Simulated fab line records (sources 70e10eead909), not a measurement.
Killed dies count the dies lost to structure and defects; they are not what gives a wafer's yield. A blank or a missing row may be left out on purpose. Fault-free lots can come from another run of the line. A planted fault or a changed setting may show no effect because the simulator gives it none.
Matching of chambers ; flow nand_harc ; 4 sister chambers for NHARC_A_STAIRCASE_ETCH_169 on rie_diel-04
The step etches the open film in CH3F/O2, target depth 50 nm, time 107.1 s. 18 wafers are shown with their chamber, then 9 later ones without.

== WAFERS PAIRED WITH THEIR CHAMBERS ==
wafer;chamber;drypump_motor_current_A (A);showerhead_plenum_p_Torr (Torr);oes_product_au (a.u.)
L076.1;3;5.4;2.33;0.991
L076.3;1;5.5;2.41;0.971
L076.4;0;6.0;2.49;0.973
L078.2;0;6.0;2.49;0.973
L078.3;3;5.4;2.33;0.977
L078.6;3;5.4;2.33;0.972
L081.1;2;5.2;2.46;0.981
L081.2;0;6.0;2.48;0.972
L081.6;1;5.5;2.40;0.965
L083.1;0;6.0;2.48;0.961
L083.4;2;5.1;2.46;0.977
L083.6;1;5.5;2.40;0.981
L086.2;1;5.5;2.40;0.960
L086.3;3;5.4;2.32;0.949
L086.5;0;6.0;2.47;0.953
L087.3;2;5.2;2.45;0.995
L087.4;1;5.5;2.40;0.975
L087.5;1;5.5;2.40;0.967

SIGNATURES, as means of the wafers listed above
reading;chamber 0;chamber 1;chamber 2;chamber 3;scatter within a chamber
drypump_motor_current_A;6.000;5.500;5.167;5.400;0.0218
showerhead_plenum_p_Torr;2.4820;2.4017;2.4567;2.3275;0.00601
oes_product_au;0.96640;0.96983;0.98433;0.97225;0.011
Rule: a wafer's distance from a chamber is the root of the sum, over the readings, of the square of ((its reading less the chamber's mean) divided by the reading's scatter). If the next closest chamber is less than 2 further off than the closest, the wafer can't be placed; otherwise it belongs to the closest. How the scatter is found: for the shown wafers, subtract from each reading the mean of its chamber, square and add these, divide the total by (wafers less chambers), then take the root.

== WAFERS MISSING THEIR CHAMBER ==
wafer;drypump_motor_current_A (A);showerhead_plenum_p_Torr (Torr);oes_product_au (a.u.)
L088.1;6.0;2.47;0.957
L088.3;5.3;2.31;0.966
L088.4;5.4;2.31;0.960
L090.1;6.0;2.47;0.941
L090.3;5.5;2.39;0.959
L090.6;5.2;2.45;0.976
L096.4;5.5;2.39;0.946
L096.5;5.5;2.39;0.938
L096.6;6.0;2.46;0.943

== WHICH CHAMBER EACH WENT THROUGH ==
wafer;from the rows above;in truth
L088.1;0;0
L088.3;3;3
L088.4;3;3
L090.1;0;0
L090.3;1;1
L090.6;2;2
L096.4;1;1
L096.5;1;1
L096.6;0;0
9 of 9 placed correctly. Number that these rows cannot place: 0. Wrongly placed: 0.
